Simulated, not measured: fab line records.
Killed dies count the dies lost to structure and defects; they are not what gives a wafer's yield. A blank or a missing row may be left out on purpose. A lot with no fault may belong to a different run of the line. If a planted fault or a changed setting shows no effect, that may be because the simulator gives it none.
Matching of chambers / flow nandHarc / NHARC_A_CONTACT_ALD_18 on aldMetal-01 has 4 sister chambers
The step deposits TiN, target thk 3 nm, pulse time 1 s, ald cycles 150. 8 wafers are shown with their chamber, then 8 later ones without.

== EACH WAFER AND ITS CHAMBER ==
wafer=L206.3; chamber=3; heaterPowerW (W)=1107; precursorPulseHeightRel=0.990
wafer=L211.4; chamber=3; heaterPowerW (W)=1117; precursorPulseHeightRel=0.988
wafer=L212.3; chamber=2; heaterPowerW (W)=1281; precursorPulseHeightRel=0.977
wafer=L212.5; chamber=0; heaterPowerW (W)=1121; precursorPulseHeightRel=0.993
wafer=L213.1; chamber=1; heaterPowerW (W)=1071; precursorPulseHeightRel=0.991
wafer=L213.3; chamber=2; heaterPowerW (W)=1220; precursorPulseHeightRel=0.979
wafer=L213.5; chamber=1; heaterPowerW (W)=1077; precursorPulseHeightRel=0.954
wafer=L214.1; chamber=0; heaterPowerW (W)=1138; precursorPulseHeightRel=0.948

== WAFERS WITHOUT THEIR CHAMBER ==
wafer=L214.3; heaterPowerW (W)=1234; precursorPulseHeightRel=1.016
wafer=L214.5; heaterPowerW (W)=1286; precursorPulseHeightRel=1.005
wafer=L225.1; heaterPowerW (W)=1103; precursorPulseHeightRel=1.008
wafer=L225.5; heaterPowerW (W)=1151; precursorPulseHeightRel=1.005
wafer=L225.6; heaterPowerW (W)=1138; precursorPulseHeightRel=1.004
wafer=L227.1; heaterPowerW (W)=1097; precursorPulseHeightRel=0.998
wafer=L227.3; heaterPowerW (W)=1143; precursorPulseHeightRel=1.015
wafer=L227.4; heaterPowerW (W)=1266; precursorPulseHeightRel=0.989

== EACH ONE'S CHAMBER ==
wafer=L214.3; from the rows above=2; in truth=2
wafer=L214.5; from the rows above=2; in truth=2
wafer=L225.1; from the rows above=can't be placed: 3 or 1 or 0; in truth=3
wafer=L225.5; from the rows above=can't be placed: 3 or 0 or 1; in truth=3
wafer=L225.6; from the rows above=can't be placed: 3 or 0 or 1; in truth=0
wafer=L227.1; from the rows above=can't be placed: 3 or 1 or 0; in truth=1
wafer=L227.3; from the rows above=can't be placed: 3 or 0 or 1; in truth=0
wafer=L227.4; from the rows above=2; in truth=2
Placed correctly: 3 of 8. Cannot be placed on the basis of these rows: 5; the candidates contain the true chamber in 5. 0 placed wrongly.
How it was worked out, from the rows above alone: a wafer's distance from a chamber is the root of the sum, over the readings, of the square of ((its reading less the chamber's mean) divided by the reading's scatter). If the next closest chamber is less than 2 further off than the closest, the wafer can't be placed; otherwise it belongs to the closest. Each chamber's mean is taken over the wafers shown for it. How the scatter is found: for the shown wafers, subtract from each reading the mean of its chamber, square and add these, divide the total by (wafers less chambers), then take the root.
